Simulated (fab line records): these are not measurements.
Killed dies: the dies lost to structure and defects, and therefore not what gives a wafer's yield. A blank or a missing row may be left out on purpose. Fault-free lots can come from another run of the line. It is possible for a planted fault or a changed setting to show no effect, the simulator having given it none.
What tool caused it? / flow nand_harc / Sampling: 14 lots, 42 wafers, 5 of 1302 route steps

== WHAT THE GAUGES SHOWED, per wafer ==
NHARC_END_SORT_01.
lot=L468; measured=day 24 04:37; on=prober-02; killed_at_array=24 18 15; killed_at_other=0 1 0; killed_at_periphery=5 7 5; killed_dies=29 26 20; killed_open=5 2 3; killed_short=3 3 3
lot=L474; measured=day 26 22:41; on=prober-02; killed_at_array=32 26 25; killed_at_other=3 0 1; killed_at_periphery=1 2 5; killed_dies=36 28 31; killed_open=6 3 3; killed_short=1 3 2
lot=L475; measured=day 27 22:25; on=prober-01; killed_at_array=58 49 38; killed_at_other=1 1 2; killed_at_periphery=12 7 4; killed_dies=71 57 44; killed_open=8 7 4; killed_short=5 1 3
lot=L476; measured=day 27 22:27; on=prober-02; killed_at_array=76 73 82; killed_at_other=1 0 0; killed_at_periphery=3 1 4; killed_dies=80 74 86; killed_open=3 3 7; killed_short=6 4 3
lot=L478; measured=day 28 06:58; on=prober-02; killed_at_array=59 53 61; killed_at_other=1 1 4; killed_at_periphery=3 7 3; killed_dies=63 61 68; killed_open=4 1 2; killed_short=0 0 3
lot=L483; measured=day 30 01:25; on=prober-02; killed_at_array=670 63 671; killed_at_other=3 3 1; killed_at_periphery=4 3 5; killed_dies=677 69 677; killed_open=6 7 4; killed_short=3 6 3
lot=L485; measured=day 31 05:44; on=prober-01; killed_at_array=677 75 673; killed_at_other=0 0 1; killed_at_periphery=0 1 3; killed_dies=677 76 677; killed_open=1 1 7; killed_short=3 1 2

== TOOL THAT RAN EACH LOT (tool first, then ch and the chambers of the sampled wafers, then the start) ==
lot=L468; NHARC_A_STAIRCASE_DEP_325=pecvd-03 ch 0,1, day 18 11:07; NHARC_A_M1_ANNEAL_31=rtp_anneal-01 ch 0, day 22 22:13; NHARC_A_M1_PRE_CLEAN_32=pecvd-01 ch 0,1,2, day 22 23:04; NHARC_THIN_TSV_PRE_CLEAN_50=pvd_sputter-01, day 24 04:37 or earlier
lot=L469; NHARC_A_STAIRCASE_DEP_325=pecvd-04 ch 1,2, day 18 11:13; NHARC_A_M1_ANNEAL_31=rtp_anneal-01 ch 0, day 23 01:40; NHARC_A_M1_PRE_CLEAN_32=pecvd-01 ch 0,2, day 23 02:31; NHARC_THIN_TSV_PRE_CLEAN_50=pvd_sputter-02, no start
lot=L470; NHARC_A_STAIRCASE_DEP_325=pecvd-03 ch 0,1, day 18 21:42; NHARC_A_M1_ANNEAL_31=rtp_anneal-01 ch 0, day 23 12:04; NHARC_A_M1_PRE_CLEAN_32=pecvd-03 ch 0,2, day 23 12:52; NHARC_THIN_TSV_PRE_CLEAN_50=pvd_sputter-03, no start
lot=L471; NHARC_A_STAIRCASE_DEP_325=pecvd-03 ch 0,2, day 20 03:19; NHARC_A_M1_ANNEAL_31=rtp_anneal-02 ch 0, day 24 16:26; NHARC_A_M1_PRE_CLEAN_32=pecvd-03 ch 0,1,2, day 24 17:18; NHARC_THIN_TSV_PRE_CLEAN_50=pvd_sputter-03, no start
lot=L472; NHARC_A_STAIRCASE_DEP_325=pecvd-01 ch 0,1, day 20 03:19; NHARC_A_M1_ANNEAL_31=rtp_anneal-01 ch 0, day 24 23:16; NHARC_A_M1_PRE_CLEAN_32=pecvd-01 ch 0,1,2, day 25 00:05; NHARC_THIN_TSV_PRE_CLEAN_50=pvd_sputter-03, no start
lot=L474; NHARC_A_STAIRCASE_DEP_325=pecvd-01 ch 0,1,2, day 20 23:56; NHARC_A_M1_ANNEAL_31=rtp_anneal-01 ch 0, day 25 12:07; NHARC_A_M1_PRE_CLEAN_32=pecvd-03 ch 0,2, day 25 12:55; NHARC_THIN_TSV_PRE_CLEAN_50=pvd_sputter-01, day 26 22:41 or earlier
lot=L475; NHARC_A_STAIRCASE_DEP_325=pecvd-03 ch 1,2, day 22 00:01; NHARC_A_M1_ANNEAL_31=rtp_anneal-02 ch 0, day 26 11:31; NHARC_A_M1_PRE_CLEAN_32=pecvd-01 ch 1,2, day 26 12:21; NHARC_THIN_TSV_PRE_CLEAN_50=pvd_sputter-01, day 27 22:25 or earlier
lot=L476; NHARC_A_STAIRCASE_DEP_325=pecvd-04 ch 0,1, day 22 00:07; NHARC_A_M1_ANNEAL_31=rtp_anneal-02 ch 0, day 26 10:53; NHARC_A_M1_PRE_CLEAN_32=pecvd-04 ch 1,2, day 26 11:44; NHARC_THIN_TSV_PRE_CLEAN_50=pvd_sputter-03, day 27 22:27 or earlier
lot=L478; NHARC_A_STAIRCASE_DEP_325=pecvd-01 ch 0,1,2, day 22 07:17; NHARC_A_M1_ANNEAL_31=rtp_anneal-02 ch 0, day 26 15:46; NHARC_A_M1_PRE_CLEAN_32=pecvd-04 ch 0,1, day 26 16:34; NHARC_THIN_TSV_PRE_CLEAN_50=pvd_sputter-03, day 28 06:58 or earlier
lot=L479; NHARC_A_STAIRCASE_DEP_325=pecvd-04 ch 0,1,2, day 23 05:04; NHARC_A_M1_ANNEAL_31=rtp_anneal-01 ch 0, day 27 19:34; NHARC_A_M1_PRE_CLEAN_32=pecvd-03 ch 0,1, day 27 20:25; NHARC_THIN_TSV_PRE_CLEAN_50=pvd_sputter-03, no start
lot=L483; NHARC_A_STAIRCASE_DEP_325=pecvd-01 ch 0,2, day 24 07:31; NHARC_A_M1_ANNEAL_31=rtp_anneal-02 ch 0, day 28 15:49; NHARC_A_M1_PRE_CLEAN_32=pecvd-03 ch 2, day 28 16:36; NHARC_THIN_TSV_PRE_CLEAN_50=pvd_sputter-03, day 30 01:25 or earlier
lot=L484; NHARC_A_STAIRCASE_DEP_325=pecvd-04 ch 0,1,2, day 25 07:23; NHARC_A_M1_ANNEAL_31=rtp_anneal-01 ch 0, day 29 16:19; NHARC_A_M1_PRE_CLEAN_32=pecvd-04 ch 0,1,2, day 29 17:05; NHARC_THIN_TSV_PRE_CLEAN_50=pvd_sputter-02, no start
lot=L485; NHARC_A_STAIRCASE_DEP_325=pecvd-01 ch 0,1, day 25 13:02; NHARC_A_M1_ANNEAL_31=rtp_anneal-01 ch 0, day 29 19:46; NHARC_A_M1_PRE_CLEAN_32=pecvd-04 ch 0, day 29 20:33; NHARC_THIN_TSV_PRE_CLEAN_50=pvd_sputter-02, day 31 05:44 or earlier
lot=L490; NHARC_A_STAIRCASE_DEP_325=pecvd-03 ch 0,1, day 27 12:25; NHARC_A_M1_ANNEAL_31=rtp_anneal-01 ch 0, day 32 02:45; NHARC_A_M1_PRE_CLEAN_32=pecvd-04 ch 0,2, day 32 03:38; NHARC_THIN_TSV_PRE_CLEAN_50=pvd_sputter-02, no start
- NHARC_A_STAIRCASE_DEP_325: deposits SiO2, target thk 7200 nm.
- NHARC_A_M1_ANNEAL_31: time 90 s.
- NHARC_A_M1_PRE_CLEAN_32: time 12 s.
- NHARC_THIN_TSV_PRE_CLEAN_50: time 30 s.

== WHAT THE TOOLS THEMSELVES READ (means of the sampled wafers that have a number; where no wafer has one, the mark that the record gives instead) ==
NHARC_A_STAIRCASE_DEP_325.
lot=L468; tool=pecvd-03; heater_power_w (W)=743
lot=L469; tool=pecvd-04; heater_power_w (W)=865
lot=L470; tool=pecvd-03; heater_power_w (W)=606
lot=L471; tool=pecvd-03; heater_power_w (W)=586
lot=L472; tool=pecvd-01; heater_power_w (W)=654
lot=L474; tool=pecvd-01; heater_power_w (W)=673
lot=L475; tool=pecvd-03; heater_power_w (W)=739
lot=L476; tool=pecvd-04; heater_power_w (W)=628
lot=L478; tool=pecvd-01; heater_power_w (W)=665
lot=L479; tool=pecvd-04; heater_power_w (W)=762
lot=L483; tool=pecvd-01; heater_power_w (W)=638
lot=L484; tool=pecvd-04; heater_power_w (W)=707
lot=L485; tool=pecvd-01; heater_power_w (W)=634
lot=L490; tool=pecvd-03; heater_power_w (W)=585

NHARC_A_M1_ANNEAL_31.
lot=L468 tool=rtp_anneal-01 wafer_temp_C_max=225.6
lot=L469 tool=rtp_anneal-01 wafer_temp_C_max=225.5
lot=L470 tool=rtp_anneal-01 wafer_temp_C_max=225.6
lot=L471 tool=rtp_anneal-02 wafer_temp_C_max=226.3
lot=L472 tool=rtp_anneal-01 wafer_temp_C_max=225.6
lot=L474 tool=rtp_anneal-01 wafer_temp_C_max=225.6
lot=L475 tool=rtp_anneal-02 wafer_temp_C_max=226.6
lot=L476 tool=rtp_anneal-02 wafer_temp_C_max=226.3
lot=L478 tool=rtp_anneal-02 wafer_temp_C_max=226.3
lot=L479 tool=rtp_anneal-01 wafer_temp_C_max=225.7
lot=L483 tool=rtp_anneal-02 wafer_temp_C_max=226.3
lot=L484 tool=rtp_anneal-01 wafer_temp_C_max=225.7
lot=L485 tool=rtp_anneal-01 wafer_temp_C_max=225.6
lot=L490 tool=rtp_anneal-01 wafer_temp_C_max=225.5

NHARC_A_M1_PRE_CLEAN_32.
lot=L468; tool=pecvd-01; heater_power_w (W)=670
lot=L469; tool=pecvd-01; heater_power_w (W)=666
lot=L470; tool=pecvd-03; heater_power_w (W)=587
lot=L471; tool=pecvd-03; heater_power_w (W)=654
lot=L472; tool=pecvd-01; heater_power_w (W)=654
lot=L474; tool=pecvd-03; heater_power_w (W)=566
lot=L475; tool=pecvd-01; heater_power_w (W)=708
lot=L476; tool=pecvd-04; heater_power_w (W)=757
lot=L478; tool=pecvd-04; heater_power_w (W)=617
lot=L479; tool=pecvd-03; heater_power_w (W)=688
lot=L483; tool=pecvd-03; heater_power_w (W)=669
lot=L484; tool=pecvd-04; heater_power_w (W)=690
lot=L485; tool=pecvd-04; heater_power_w (W)=648
lot=L490; tool=pecvd-04; heater_power_w (W)=678

NHARC_THIN_TSV_PRE_CLEAN_50.
lot=L468; tool=pvd_sputter-01; heater_power_w (W)=369
lot=L469; tool=pvd_sputter-02; heater_power_w (W)=388
lot=L470; tool=pvd_sputter-03; heater_power_w (W)=411
lot=L471; tool=pvd_sputter-03; heater_power_w (W)=381
lot=L472; tool=pvd_sputter-03; heater_power_w (W)=433
lot=L474; tool=pvd_sputter-01; heater_power_w (W)=384
lot=L475; tool=pvd_sputter-01; heater_power_w (W)=411
lot=L476; tool=pvd_sputter-03; heater_power_w (W)=440
lot=L478; tool=pvd_sputter-03; heater_power_w (W)=420
lot=L479; tool=pvd_sputter-03; heater_power_w (W)=401
lot=L483; tool=pvd_sputter-03; heater_power_w (W)=494
lot=L484; tool=pvd_sputter-02; heater_power_w (W)=374
lot=L485; tool=pvd_sputter-02; heater_power_w (W)=397
lot=L490; tool=pvd_sputter-02; heater_power_w (W)=377

== THE ANSWER, worked out from the rows above alone ==
Rule: usual is defined by the lots themselves. The widest of any qualifying gaps counts: lots, ordered by their means at a reading, are off when they make up no more than a third of the lots, leave a main group of 4 or more, and stand apart from it by 3 or more times the standard deviation of that group's means. A main group whose means are all the same, to the digits that the tables above print for the reading, isn't used. Also off: a lot with no number at a reading for which 4 or more lots have one. All remaining lots with rows at the step are treated as sound. Order of review: gauges by route order, followed by the tools' own readings, for which a lot's mean as printed above is used. At the first step where some lot is off, the reading lying furthest off is the one used; lots without a number count as furthest.
Off: L483, L485 (NHARC_END_SORT_01, killed_dies). Mean 52 and standard deviation 20 in the main group. Neither off nor sound, because the step has no rows for them: L469, L470, L471, L472, L479, L484, L490.
If a tool, at a process step before that reading, ran all the lots that are off and no sound lot after the first of them, it fits. Those tools and the gauges at NHARC_END_SORT_01 are tried in the same way. Because NHARC_THIN_TSV_PRE_CLEAN_50 lacks a start for some lots, the hours and order of its lots are taken from NHARC_END_SORT_01. One fits: pecvd-01 at NHARC_A_STAIRCASE_DEP_325. Its last sound lot is L478 (day 22 07:17), its first lot that is off L483 (day 24 07:31): a fault that began between those two fits.

== WHAT THE SIMULATOR HAD INSERTED ==
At NHARC_A_STAIRCASE_DEP_325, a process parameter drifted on pecvd-01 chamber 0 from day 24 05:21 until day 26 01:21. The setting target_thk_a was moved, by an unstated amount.
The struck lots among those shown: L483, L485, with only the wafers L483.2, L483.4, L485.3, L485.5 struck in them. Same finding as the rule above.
